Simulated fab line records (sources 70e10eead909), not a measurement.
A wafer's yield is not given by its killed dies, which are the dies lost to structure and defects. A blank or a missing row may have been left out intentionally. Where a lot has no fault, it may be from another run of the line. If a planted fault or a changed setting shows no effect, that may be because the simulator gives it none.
Struck lot and sound lot, side by side | flow nandHarc | 14 steps out of a route of 1302
Sound: wafers L455.1, L455.2, L455.4. Struck: wafer L473.6 (L473.1, L473.5, from the same lot, were not struck and are left out); the cause is given at the end.
For every step that has rows: the tool of each side, followed by ch and its chambers, followed by its first start. Under that, the readings that differ: sound wafers | struck wafers | difference of the means | sigmas: that difference in standard deviations of wafers without a fault.
alike: readings with means less than 2 such deviations apart, plus words and numbers identical on both sides. not compared: withheld readings, readings lacking a value on some wafer, bounds such as >300 that could conceal the same value, and numbers that have no deviation in the record and whose values overlap.
A row with sigmas, a row that says differs or no value, or rows on one side alone: a step with any of these is where the two part. When numbers do not overlap yet have no deviation, they are printed without sigmas and do not part them. A reading missing from all wafers of one side parts the sides only when that side holds two or more wafers.

NHARC_P_M0_CMP_23: polishes, t overpolish 20 s, target thk 117.54 nm.
  sound on cmp-04 ch 0,1,2, day 6 18:29; struck on cmp-02 ch 0, day 14 08:30
  alike: motorCurrentA, retainingRingPressureFrac, timeToEndpointS
NHARC_P_M0_THK_MEAS_24: measures by xrf.
  sound on filmMetro-02, day 6 18:46; struck on filmMetro-02, day 14 08:44
  alike: thkNm
following that, these wafers have no rows for 1 step: NHARC_P_M0_SRD_25.
NHARC_P_M0_INSPECT_27:
  sound on defectInspect-02, day 6 18:57; struck on defectInspect-01, day 14 08:53
  alike: rawDefectCount
NHARC_P_M0_PRE_CLEAN_31: time 12 s.
  sound on pecvd-02 ch 1,2, day 6 19:01; struck on pecvd-02 ch 2, day 14 08:59
  alike: heaterPowerW
NHARC_P_M0_DEP_32: deposits SiCN, target thk 30 nm.
  sound on pecvd-02 ch 1,2, day 6 19:08; struck on pecvd-02 ch 2, day 14 09:07
  alike: heaterPowerW
then, 5 steps without rows for these wafers: NHARC_P_M1_DEP_00 (deposits SiOC, target thk 182.5 nm); NHARC_P_M1_DEHYDRATE_01 (time 120 s); NHARC_P_M1_HMDS_02 (time 30 s); NHARC_P_M1_COAT_34 (time 65 s); NHARC_P_M1_COAT_03 (resist thk 90 nm).
NHARC_P_M1_SOFTBAKE_04: time 55 s.
  sound on lithoTrack-01 ch 0, day 6 20:00; struck on lithoTrack-06 ch 0, day 14 09:00
reading               | sound                | struck | difference | sigmas
heaterPowerTotalW (W) | 188.30 188.74 188.33 | 193.11 | +4.65      | +33
following that, these wafers have no rows for 1 step: NHARC_P_M1_EBR_05.
NHARC_END_SORT_01:
  the record has rows for the sound wafers here (prober-02 ch 0, day 25 08:42) and none for the struck ones

WHERE THEY PART
First at NHARC_P_M1_SOFTBAKE_04; last, within this record, at NHARC_END_SORT_01.

WHY: the cause the simulator had injected
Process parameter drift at NHARC_P_M1_SOFTBAKE_04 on lithoTrack-06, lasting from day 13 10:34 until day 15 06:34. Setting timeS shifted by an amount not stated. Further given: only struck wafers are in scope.
